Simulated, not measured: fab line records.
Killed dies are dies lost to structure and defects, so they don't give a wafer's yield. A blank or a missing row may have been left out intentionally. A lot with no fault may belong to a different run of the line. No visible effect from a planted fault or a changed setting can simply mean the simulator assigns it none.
The tool behind it: which one?	flow n5Finfet	11 lots with 33 wafers sampled at 5 steps, on a route of 1938 steps

== WHAT EACH GAUGE READ, for each wafer ==
N5_MIM_TOP_LITHO_OVL_MEAS_11.
lot	measured	on	MIM_TOP_OVL (nm)
L335	day 11 18:31	overlay-01	-1 -5 -2
L336	day 12 14:03	overlay-02	0 -8 -10
L337	day 12 20:09	overlay-01	-1 -2 -9
L341	day 14 11:13	overlay-02	3 0 -1
L344	day 15 08:13	overlay-02	-3 -4 -3
L349	day 16 18:53	overlay-01	15 14 4
L351	day 17 04:29	overlay-02	2 1 1
L352	day 17 08:25	overlay-02	-6 -6 1
L357	day 18 06:52	overlay-02	9 5 1
L353	day 18 14:59	overlay-02	-1 -6 2
L356	day 18 16:35	overlay-01	4 -1 -6

N5_PASSIVATION_CD_MEAS_30: the cd target is 4000 nm.
lot	measured	on	cdNm (nm)
L335	day 11 23:14	cdSem-03	4000.0 3999.9 3997.7
L336	day 13 02:45	cdSem-02	4000.0 3998.3 3996.9
L337	day 13 04:04	cdSem-03	4000.3 4002.9 4004.1
L341	day 14 20:46	cdSem-01	3976.0 3978.2 3977.5
L344	day 15 14:45	cdSem-01	4002.1 4001.6 3997.7
L349	day 16 23:40	cdSem-03	3997.3 3997.5 4000.5
L351	day 17 08:47	cdSem-02	4000.1 4001.0 4001.1
L352	day 17 15:25	cdSem-03	3997.8 4000.0 4002.3
L357	day 18 11:19	cdSem-03	3998.2 4001.1 4001.4
L353	day 18 20:13	cdSem-01	3998.8 4001.0 4000.1
L356	day 18 22:28	cdSem-01	4001.6 4003.4 3998.5

N5_PASSIVATION_OVL_MEAS_66.
lot	measured	on	PASS_OPEN_OVL (nm)
L335	day 12 01:11	overlay-01	-2 0 5
L336	day 13 04:40	overlay-02	-5 -5 -4
L337	day 13 06:12	overlay-02	10 5 0
L341	day 14 22:42	overlay-01	4 12 -4
L344	day 15 16:31	overlay-02	3 4 -1
L349	day 17 01:43	overlay-02	-1 -1 0
L351	day 17 12:10	overlay-02	4 0 6
L352	day 17 17:21	overlay-02	2 3 -7
L357	day 18 13:13	overlay-02	10 5 9
L353	day 18 22:04	overlay-02	-6 -2 1
L356	day 19 00:16	overlay-02	6 2 -3

== EACH LOT AND THE TOOL THAT RAN IT (in order: tool; ch and the chambers of the sampled wafers; start) ==
lot	N5_PASSIVATION_PECVD_55	N5_PASSIVATION_EXPOSE_27
L335	pecvd-04 ch 1,2, day 11 20:42	krfScanner-02 ch 0, day 11 23:04
L336	pecvd-01 ch 1,2, day 12 17:25	krfScanner-02 ch 0, day 13 02:34
L337	pecvd-02 ch 0,2, day 12 21:56	krfScanner-01 ch 0, day 13 03:54
L341	pecvd-04 ch 0,1,2, day 14 13:03	krfScanner-02 ch 0, day 14 20:35
L344	pecvd-02 ch 0,1,2, day 15 10:03	krfScanner-01 ch 0, day 15 14:35
L349	pecvd-02 ch 0,2, day 16 20:34	krfScanner-01 ch 0, day 16 23:29
L351	pecvd-02 ch 0,2, day 17 06:23	krfScanner-01 ch 0, day 17 08:37
L352	pecvd-02 ch 0,2, day 17 10:17	krfScanner-01 ch 0, day 17 15:14
L357	pecvd-04 ch 0,1,2, day 18 08:43	krfScanner-01 ch 0, day 18 11:08
L353	pecvd-04 ch 0,1,2, day 18 16:48	krfScanner-01 ch 0, day 18 20:02
L356	pecvd-02 ch 0,1,2, day 18 18:24	krfScanner-01 ch 0, day 18 22:17
- N5_PASSIVATION_PECVD_55: deposits SiO2 from SiH4/N2O, target thk 400 nm, time 22.5 s.
- N5_PASSIVATION_EXPOSE_27: exposes mask PAD, defocus 0 nm.

== WHAT THE TOOLS THEMSELVES READ (means of the sampled wafers that have a number; where no wafer has one, the mark that the record gives instead) ==
N5_PASSIVATION_PECVD_55.
lot	tool	heaterPowerOuterW (W)	heaterPowerW (W)	showerheadPlenumPTorr (Torr)	throttleValvePct (%)
L335	pecvd-04	405	746	8.25	51.3
L336	pecvd-01	385	670	8.17	49.9
L337	pecvd-02	337	599	8.17	51.5
L341	pecvd-04	386	665	8.26	50.1
L344	pecvd-02	327	592	8.15	50.5
L349	pecvd-02	329	597	8.24	49.2
L351	pecvd-02	342	618	8.24	49.2
L352	pecvd-02	282	535	8.16	51.5
L357	pecvd-04	424	729	8.29	50.2
L353	pecvd-04	396	680	8.29	50.2
L356	pecvd-02	323	577	8.14	50.1

N5_PASSIVATION_EXPOSE_27.
lot	tool	exposureDoseMJCm2
L335	krfScanner-02	32.279
L336	krfScanner-02	32.295
L337	krfScanner-01	32.280
L341	krfScanner-02	28.398
L344	krfScanner-01	32.315
L349	krfScanner-01	32.291
L351	krfScanner-01	32.328
L352	krfScanner-01	32.298
L357	krfScanner-01	32.291
L353	krfScanner-01	32.318
L356	krfScanner-01	32.285

== THE ANSWER, worked out from the rows above alone ==
Rule: the lots themselves supply what counts as usual. Put in order of their means at a reading, lots are off if they are a third of the lots or fewer, leave a main group of 4 or more, and stand apart from it by a gap of 3 or more times the standard deviation of the main group's means; of several such gaps the widest counts. Not used: any main group whose means are identical at the precision the tables above print for the reading. Also off: a lot with no number at a reading for which 4 or more lots have one. Where the step has rows for the other lots, those lots are counted as sound. First the gauges in route order, then the tools' own readings, where a lot's mean is used as printed above. The first step at which some lot is off is used, and at that step the reading that is off furthest; a lot without a number counts as furthest.
Off at N5_PASSIVATION_CD_MEAS_30 (cdNm): L341. Mean 4000.1 nm and standard deviation 1.2 in the main group.
A tool fits if, at a process step before that reading, it ran every lot that is off, and no sound lot after the first of them. The gauges at N5_PASSIVATION_CD_MEAS_30 aren't tried: what is off there is off at N5_PASSIVATION_EXPOSE_27 too, on other tools, and a gauge's error can't cause that. One candidate fits, namely krfScanner-02 at N5_PASSIVATION_EXPOSE_27. Its last sound lot is L336 (day 13 02:34), its first lot that is off L341 (day 14 20:35): a fault that began between those two fits.
The tool's own readings at N5_PASSIVATION_EXPOSE_27 bear it out: on the lots that are off they differ by more than 5 times the standard deviation of the sound lots' means. exposureDoseMJCm2 reads 28.398 there against 32.298 on the sound lots.

== WHAT THE SIMULATOR HAD PUT IN ==
Process parameters drifting: krfScanner-02 at N5_PASSIVATION_EXPOSE_27, beginning at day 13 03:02. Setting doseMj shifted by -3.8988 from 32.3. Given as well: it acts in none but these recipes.
Lots struck among those shown: L341. The rule above found the same.
